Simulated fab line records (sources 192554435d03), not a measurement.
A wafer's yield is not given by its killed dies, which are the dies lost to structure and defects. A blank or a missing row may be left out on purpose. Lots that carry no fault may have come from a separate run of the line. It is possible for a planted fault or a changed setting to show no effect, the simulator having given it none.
fab line records    flow n5-finfet
record lots=6  wafers=17  last-day=20
route steps=1938 shown BEOL_M11@1560 PASSIVATION@1936
lots with no fault: from the same line, run without faults
start-h: the number of hours between the record's first day and the start of the first shown wafer of the lot    wait-h: how many hours have passed since the lot's step before this one    " the same as in the row above    L1.1+2: several wafers, shown together as one row    - no value present, or no start provided    * or withheld: withheld    < > ~ a bound
route shown NAME@n: a module of which the file shows steps, and the number in the route of the first    usual: average and standard deviation across the fault-free wafers    same: alike in all rows    chamber/n: place in a boat    sites: per-site readings    _std_site: their standard deviation    _edge_site: outer sites' mean less inner sites'    radius-mm: for every site, how far away it sits from the centre of the wafer    mask NAME#n: copy n    behind: the last tool/chamber to shape the wafer    hold: cause of the lot's hold/its duration in hours/its outcome    device: whichever transistor did not switch (one of n, p or np)    end of line: the route-end tests of the same wafers    a step given without rows: its recipe and nothing more    killed: dies that structure and defects cost at the first sort, which is not the same as the wafer's yield    map: dies across one wafer; x = killed, . = not, _ = none there
set.NAME: the run value of the setting; set.NAME@STEP: its run value at that earlier step    model.NAME: the simulator's own value behind a step, which no gauge read
lots at selected steps of the route; one table per step, one row per wafer
services: when a tool's chamber went out of use (start-h, in hours from the record's first day, below 0 if earlier), for how many hours, and the reason
## steps
# step N5_BEOL_M11_COAT_63
# recipe resist=SOC  temp-c=250  time-s=60  spin-rpm=1500  resist-thk-nm=100
# step N5_BEOL_M11_COAT_64
# recipe resist=SiARC  temp-c=220  time-s=60  spin-rpm=1500  resist-thk-nm=30
# step N5_BEOL_M11_COAT_22
# recipe resist=CAR-ArF  spin-rpm=1500  resist-thk-nm=90
# step N5_BEOL_M11_EBR_24
# recipe solvent=PGMEA  ebr-width-mm=1.5
# step N5_BEOL_M11_SOFTBAKE_23
# recipe temp-c=110  time-s=60  resist=CAR-ArF
# step N5_BEOL_M11_EXPOSE_25
# recipe mask-id=V10  na=1.35  source-shape=annular  sigma-inner=0.5  sigma-outer=0.8  polarization=unpolarized  dose-mj=85.5
# step N5_BEOL_M11_PEB_26
# recipe peb-temp-c=withheld  peb-time-s=60  resist=CAR-ArF
# step N5_BEOL_M11_DEVELOP_27
# recipe develop-time-s=30  developer=TMAH  resist=CAR-ArF  rinse-liquid=diw  dry=air-spin  dev-temp-c=23
# step N5_BEOL_M11_CD_MEAS_28
# recipe target-cd-nm=70  landing-energy-ev=500  detector=se-inlens  polarity=opening
# usual cd-nm=69.7/0.81
lot.wafer  tool       chamber  start-h  wait-h  cd-nm
L764.1     cd-sem-01  0        285.96   -       69.4
L764.5     "          0        "        "       70.5
L764.6     "          0        "        "       69.3
L770.2     cd-sem-01  0        309.91   -       69.8
L770.4     "          0        "        "       69.6
L770.5     "          0        "        "       69.1
L779.2     cd-sem-02  0        385.68   -       71.5
L779.3     "          0        "        "       71.8
L779.6     "          0        "        "       70.2
L782.2     cd-sem-03  0        385.84   -       71.3
L782.6     "          0        "        "       71.4
L780.2     cd-sem-01  0        394.95   -       70.7
L780.3     "          0        "        "       70.1
L780.5     "          0        "        "       69.6
L786.1     cd-sem-03  0        428.72   -       70.2
L786.2     "          0        "        "       70.1
L786.3     "          0        "        "       69.6
# step N5_BEOL_M11_OVL_MEAS_29
# recipe points-per-wafer=44
# usual V10_OVL=0.1/0.68
lot.wafer  tool        chamber  start-h  wait-h  V10_OVL[nm]
L764.1     overlay-01  0        285.99   0.0     -0.8
L764.5     "           0        "        "       -1.0
L764.6     "           0        "        "       0.0
L770.2     overlay-01  0        309.93   0.0     0.8
L770.4     "           0        "        "       1.2
L770.5     "           0        "        "       0.2
L779.2     overlay-02  0        385.70   0.0     -0.5
L779.3     "           0        "        "       0.8
L779.6     "           0        "        "       1.0
L782.2     overlay-01  0        385.87   0.0     -0.6
L782.6     "           0        "        "       0.3
L780.2     overlay-02  0        394.98   0.0     0.2
L780.3     "           0        "        "       -0.8
L780.5     "           0        "        "       0.0
L786.1     overlay-01  0        428.75   0.0     0.0
L786.2     "           0        "        "       0.3
L786.3     "           0        "        "       0.0
# step N5_BEOL_M11_INSPECT_30
# recipe mode=adi  inspect-instrument=brightfield
# usual raw-defect-count=408/78
lot.wafer  tool               chamber  start-h  wait-h  raw-defect-count
L764.1     defect-inspect-01  -        286.01   0.0     413
L764.5     "                  -        "        "       348
L764.6     "                  -        "        "       293
L770.2     defect-inspect-01  -        309.96   0.0     453
L770.4     "                  -        "        "       570
L770.5     "                  -        "        "       400
L779.2     defect-inspect-02  -        385.73   0.0     419
L779.3     "                  -        "        "       458
L779.6     "                  -        "        "       528
L782.2     defect-inspect-01  -        385.90   0.0     432
L782.6     "                  -        "        "       268
L780.2     defect-inspect-01  -        395.00   0.0     541
L780.3     "                  -        "        "       439
L780.5     "                  -        "        "       425
L786.1     defect-inspect-02  -        428.78   0.0     416
L786.2     "                  -        "        "       456
L786.3     "                  -        "        "       558
# step N5_BEOL_M11_DESCUM_33
# recipe chemistry=O2  time-s=7.9  source-power-w=50  bias-power-w=20  pressure-mtorr=20  rf-frequency-hz=2.712e+07  temp-c=40  resist=CAR-ArF  o2-flow-sccm=225
# usual bias-power-w=20.00/0.062  drypump-motor-current-A=5.8/0.38  oes-product-au=0.78/0.09  rf-vpp-V=243.0/1.4  showerhead-plenum-p-Torr=2.07/0.065  throttle-valve-pct=20.49/0.21
# same time-s=7.9
lot.wafer  tool         chamber  start-h  wait-h  bias-power-w  drypump-motor-current-A  oes-product-au  rf-hours-counter-h  rf-vpp-V  showerhead-plenum-p-Torr  throttle-valve-pct
L764.1     rie-diel-03  2        286.05   0.0     19.91         5.7                      0.68            234                 242.3     1.98                      20.58
L764.5     "            3        "        "       19.90         5.5                      0.70            -                   245.7     2.17                      20.62
L764.6     "            2        "        "       19.88         5.7                      0.68            -                   241.5     1.98                      20.56
L770.2     rie-diel-05  0        310.07   0.1     19.92         5.8                      0.67            245                 243.4     2.07                      20.36
L770.4     "            3        "        "       19.99         6.4                      0.74            180                 242.5     2.07                      20.73
L770.5     "            2        "        "       20.09         6.2                      0.89            -                   241.4     2.04                      20.40
L779.2     rie-diel-02  3        385.76   0.0     20.04         5.9                      0.68            241                 240.5     1.98                      20.49
L779.3     "            0        "        "       20.03         4.8                      0.87            56                  242.7     2.13                      20.47
L779.6     "            3        "        "       19.91         5.9                      0.69            -                   240.2     1.98                      20.49
L782.2     rie-diel-05  2        385.93   0.0     20.10         6.2                      0.85            71                  240.8     2.03                      20.46
L782.6     "            2        "        "       20.03         6.2                      0.85            -                   242.5     2.03                      20.46
L780.2     rie-diel-05  2        395.04   0.0     19.98         6.2                      0.84            75                  242.0     2.03                      20.45
L780.3     "            3        "        "       19.92         6.4                      0.72            214                 243.8     2.06                      20.78
L780.5     "            2        "        "       19.96         6.2                      0.85            -                   241.3     2.03                      20.46
L786.1     rie-diel-03  1        428.81   0.0     20.12         5.7                      0.68            240                 242.5     2.06                      20.83
L786.2     "            0        "        "       19.98         5.9                      0.75            160                 246.3     2.16                      20.48
L786.3     "            2        "        "       19.92         5.7                      0.92            11                  247.7     2.24                      20.21
# step N5_BEOL_M11_ETCH_65
# recipe chemistry=CF4  target=SiARC  target-depth-a=390  mask-material=CAR-ArF  time-s=65  ion-energy-ev=80  pressure-mtorr=40  source-w=545  bias-w=36  Ar_flow_sccm=100  cf4-flow-sccm=100  ends=cleared
# usual drypump-motor-current-A=5.8/0.38  etch-rf-on-time-s=64.9/0.88  oes-product-au=0.66/0.076  rf-vpp-V=183.8/1.2  showerhead-plenum-p-Torr=2.12/0.064  throttle-valve-pct=15.66/0.25
lot.wafer  tool         chamber  start-h  wait-h  drypump-motor-current-A  etch-rf-on-time-s  oes-product-au  rf-hours-counter-h  rf-vpp-V  showerhead-plenum-p-Torr  throttle-valve-pct
L764.1     rie-diel-03  2        286.08   0.0     5.7                      66.0               0.58            234                 182.5     2.04                      15.83
L764.5     "            3        "        "       5.5                      66.3               0.59            -                   184.9     2.21                      15.80
L764.6     "            2        "        "       5.6                      65.5               0.58            -                   180.5     2.04                      15.83
L770.2     rie-diel-05  0        310.10   0.0     5.8                      66.9               0.57            245                 183.2     2.11                      15.56
L770.4     "            3        "        "       6.4                      64.8               0.63            180                 184.3     2.13                      15.94
L770.5     "            2        "        "       6.2                      64.0               0.77            -                   182.9     2.10                      15.58
L779.2     rie-diel-02  3        385.80   0.0     5.9                      64.3               0.60            241                 182.0     2.03                      15.71
L779.3     "            0        "        "       4.8                      63.3               0.75            56                  184.6     2.17                      15.56
L779.6     "            3        "        "       5.9                      64.3               0.59            -                   182.5     2.03                      15.71
L782.2     rie-diel-05  2        385.97   0.0     6.2                      39.4               0.97            71                  181.5     2.09                      15.66
L782.6     "            2        "        "       6.2                      63.4               0.73            -                   183.3     2.09                      15.64
L780.2     rie-diel-05  2        395.07   0.0     6.2                      39.8               0.97            75                  184.0     2.09                      15.66
L780.3     "            3        "        "       6.4                      64.8               0.61            214                 183.2     2.12                      16.01
L780.5     "            2        "        "       6.2                      39.8               0.97            -                   183.1     2.09                      15.66
L786.1     rie-diel-03  1        428.85   0.0     5.7                      65.0               0.59            240                 184.0     2.11                      16.04
L786.2     "            0        "        "       5.9                      64.5               0.64            160                 186.1     2.22                      15.74
L786.3     "            2        "        "       5.7                      63.6               0.79            11                  186.1     2.28                      15.38
# step N5_BEOL_M11_ETCH_66
# recipe chemistry=N2/H2  target=SOC  target-depth-a=1200  overetch-a=240  mask-material=SiARC  temp-c=40  time-s=180  ion-energy-ev=200  pressure-mtorr=30  source-w=840  bias-w=150  n2-flow-sccm=200  h2-flow-sccm=200
# usual drypump-motor-current-A=5.8/0.38  oes-product-au=0.63/0.069  rf-vpp-V=523.3/2.4  showerhead-plenum-p-Torr=2.52/0.081  throttle-valve-pct=17.90/0.24
# same time-s=180
lot.wafer  tool         chamber  start-h  wait-h  drypump-motor-current-A  oes-product-au  rf-hours-counter-h  rf-vpp-V  showerhead-plenum-p-Torr  throttle-valve-pct
L764.1     rie-diel-03  2        286.13   0.0     5.7                      0.55            234                 518.9     2.41                      17.96
L764.5     "            3        "        "       5.5                      0.56            -                   525.2     2.63                      18.01
L764.6     "            2        "        "       5.7                      0.55            -                   521.0     2.41                      17.97
L770.2     rie-diel-05  0        310.15   0.0     5.8                      0.55            245                 522.6     2.50                      17.78
L770.4     "            3        "        "       6.4                      0.60            180                 523.2     2.52                      18.13
L770.5     "            2        "        "       6.2                      0.72            -                   522.7     2.48                      17.73
L779.2     rie-diel-02  3        385.85   0.0     5.9                      0.55            241                 519.6     2.41                      17.98
L779.3     "            0        "        "       4.8                      0.70            56                  525.3     2.58                      17.81
L779.6     "            3        "        "       5.9                      0.55            -                   520.0     2.41                      17.98
L782.2     rie-diel-05  2        386.02   0.0     6.2                      0.68            71                  521.5     2.47                      17.77
L782.6     "            2        "        "       6.2                      0.67            -                   521.8     2.47                      17.79
L780.2     rie-diel-05  2        395.12   0.0     6.2                      0.67            75                  521.3     2.47                      17.80
L780.3     "            3        "        "       6.4                      0.58            214                 523.5     2.51                      18.20
L780.5     "            2        "        "       6.2                      0.67            -                   522.7     2.47                      17.80
L786.1     rie-diel-03  1        428.90   0.0     5.8                      0.55            240                 523.8     2.51                      18.39
L786.2     "            0        "        "       6.0                      0.61            160                 526.2     2.65                      18.07
L786.3     "            2        "        "       5.7                      0.74            11                  529.0     2.72                      17.57
# step N5_PASSIVATION_PROBE_49
# usual defect-limited-yield=91.2/1.3  killed_at_M0_to_M3=34/9.2  killed_at_M4_up=14/5  killed-at-contacts=13/6.7  killed-at-front-end=39/12  killed-at-other=4/3.3  killed-dies=104/15  killed-on-rim=14/3.7  killed-open=68/12  killed-short=34/7.5  sort_bin_5_function=5.2/0.87  sort_bin_6_memory=3.3/0.63  sort-n-pass=1076/15  sort-yield-pct=91.2/1.3
# same gross-dies=1180  killed-at-back-side=0  sort_bin_4_leakage[%]=0  sort_bin_8_speed[%]=0
lot.wafer  tool       chamber  start-h  wait-h  defect-limited-yield[%]  killed_at_M0_to_M3  killed_at_M4_up  killed-at-contacts  killed-at-front-end  killed-at-other  killed-dies  killed-on-rim  killed-open  killed-short  sort_bin_5_function[%]  sort_bin_6_memory[%]  sort-n-pass  sort-yield-pct[%]
L764.1     prober-02  -        337.36   0.0     92.7                     36                  15               11                  20                   4                86           8              55           28            4.2                     2.7                   1094         92.7
L764.5     prober-02  -        337.56   0.2     90.7                     37                  19               18                  31                   5                110          14             77           32            5.6                     3.4                   1070         90.7
L764.6     prober-02  -        337.61   0.3     91.9                     35                  14               21                  23                   3                96           12             66           26            5.2                     2.8                   1084         91.9
L780.2     prober-02  -        439.89   0.4     90.2                     16                  6                17                  72                   5                116          16             68           44            5.9                     3.6                   1064         90.2
L780.3     prober-02  -        439.94   0.4     91.3                     34                  7                10                  51                   1                103          12             65           38            4.1                     4.2                   1077         91.3
# killed by level:class
L764.1 MOL_CONTACT_COAG:geometric-particle:open=9 BEOL_M0_SAQP:geometric-particle:short=9 BEOL_M0_SAQP:geometric-particle:open=9 BEOL_M4:geometric-particle:open=8 FIN_SAQP:geometric-particle:short=5 BEOL_M0:geometric-particle:open=5 BEOL_M3:geometric-particle:open=5 BEOL_M6:geometric-particle:open=4
L764.5 MOL_CONTACT_COAG:geometric-particle:open=14 BEOL_M0_SAQP:geometric-particle:open=10 BEOL_M4:geometric-particle:open=8 FIN_SAQP:geometric-particle:short=7 BEOL_M0_SAQP:geometric-particle:short=7 BEOL_M1:geometric-particle:open=7 ILD0:geometric-particle:open=6 BEOL_M2:geometric-particle:open=5
L764.6 MOL_CONTACT_COAG:geometric-particle:open=18 BEOL_M0_SAQP:geometric-particle:open=12 BEOL_M0_SAQP:geometric-particle:short=8 FIN_SAQP:geometric-particle:open=7 GATE_CUT:geometric-particle:short=6 BEOL_M3:geometric-particle:open=5 BEOL_M4:geometric-particle:open=5 BEOL_M0:geometric-particle:open=4
L780.2 FIN_SAQP:geometric-particle:short=26 FIN_SAQP:geometric-particle:open=17 MOL_CONTACT_COAG:geometric-particle:open=16 STI_FIN_REVEAL:geometric-particle:open=12 DUMMY_GATE:geometric-particle:open=4 GATE_CUT:geometric-particle:short=4 BEOL_M2:geometric-particle:open=4 BEOL_M3:geometric-particle:open=4
L780.3 FIN_SAQP:geometric-particle:short=15 FIN_SAQP:geometric-particle:open=13 BEOL_M3:geometric-particle:open=12 MOL_CONTACT_COAG:geometric-particle:open=8 BEOL_M0_SAQP:geometric-particle:short=7 GATE_CUT:geometric-particle:short=5 BEOL_M0_SAQP:geometric-particle:open=5 BEOL_M2:geometric-particle:open=5
## services
tool         chamber  start-h  hours  kind
rie-diel-05  2        281.14   7.1    repair
rie-diel-02  0        294.77   12.3   repair
rie-diel-03  1        312.30   15.5   repair
rie-diel-05  3        315.21   3.1    repair
rie-diel-05  0        321.37   -      clean
rie-diel-05  0        321.37   -      consumable-replace:focus-ring
rie-diel-05  0        321.37   26.0   scheduled-down
rie-diel-05  0        321.37   26.0   vent-cycle
rie-diel-02  2        322.19   4.5    repair
rie-diel-03  -        327.21   28.1   pm
rie-diel-05  -        329.22   0.3    repair
rie-diel-02  -        332.96   1.8    repair
rie-diel-02  0        350.85   2.9    repair
rie-diel-03  2        358.60   -      clean
rie-diel-03  2        358.60   -      consumable-replace:focus-ring
rie-diel-03  2        358.60   -      consumable-replace:showerhead
rie-diel-03  2        358.60   21.6   scheduled-down
rie-diel-03  2        358.60   21.6   vent-cycle
rie-diel-02  -        368.45   4.3    pm
rie-diel-03  -        374.24   1.1    repair
rie-diel-05  3        381.29   7.0    repair
rie-diel-03  -        408.89   2.8    pm
rie-diel-02  -        412.46   0.3    repair
rie-diel-02  3        414.83   -      clean
## key
first-sign step=N5_BEOL_M11_ETCH_65  reading=etch-rf-on-time-s  direction=down  sigmas=29  usual=*  struck=*
effect step=N5_BEOL_M11_ETCH_65  reading=oes-product-au  direction=up  sigmas=4  usual=0.66  struck=0.97
met-at N5_BEOL_M11_ETCH_65
struck-wafers L780.2,L780.5,L782.2
onset-between 310.10 385.97
fault kind=process-parameter-drift  tool=rie-diel-05  chamber=-  onset-h=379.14  steps=N5_BEOL_M11_ETCH_65  channel=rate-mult  offset=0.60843  shape=step  end-h=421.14  scope=struck-wafers-only
